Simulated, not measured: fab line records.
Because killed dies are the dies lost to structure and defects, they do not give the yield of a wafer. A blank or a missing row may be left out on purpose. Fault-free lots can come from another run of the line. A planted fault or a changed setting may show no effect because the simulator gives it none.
Chamber matching | flow n5 finfet | N5_BEOL_M0_SAQP_DESCUM_45 on rie diel-02: 4 sister chambers
The step chemistry O2, time 7 s. 4 wafers are shown with their chamber, then 12 later ones without.

EACH WAFER AND ITS CHAMBER
wafer  | chamber | throttle valve pct (%)
L085.5 | 3       | 20.45
L092.1 | 0       | 19.88
L092.2 | 2       | 20.61
L092.3 | 1       | 20.26

WAFERS WITHOUT THEIR CHAMBER
wafer  | throttle valve pct (%)
L093.1 | 19.89
L093.2 | 20.61
L093.4 | 20.26
L094.2 | 20.26
L094.4 | 20.49
L094.6 | 20.61
L095.1 | 20.62
L095.2 | 19.89
L095.3 | 20.27
L095.4 | 20.50
L095.5 | 20.49
L095.6 | 20.61

CHAMBER TAKEN BY EACH
wafer  | from the rows above | in truth
L093.1 | 0                   | 0
L093.2 | 2                   | 2
L093.4 | 1                   | 1
L094.2 | 1                   | 1
L094.4 | 3                   | 3
L094.6 | 2                   | 2
L095.1 | 2                   | 2
L095.2 | 0                   | 0
L095.3 | 1                   | 1
L095.4 | 3                   | 3
L095.5 | 3                   | 3
L095.6 | 2                   | 2
Correct placement for 12 of the 12. From these rows, 0 cannot be placed. Number placed wrongly: 0.
How it was worked out, from the rows above alone: a wafer's distance from a chamber is the root of the sum, over the readings, of the square of ((its reading less the chamber's mean) divided by the reading's scatter). If the next closest chamber is less than 2 further off than the closest, the wafer can't be placed; otherwise it belongs to the closest. The mean given for a chamber averages the wafers shown for that chamber. The scatter: with one shown wafer a chamber, the root of the mean of the squares of how far each hidden wafer lies from its nearest shown one.
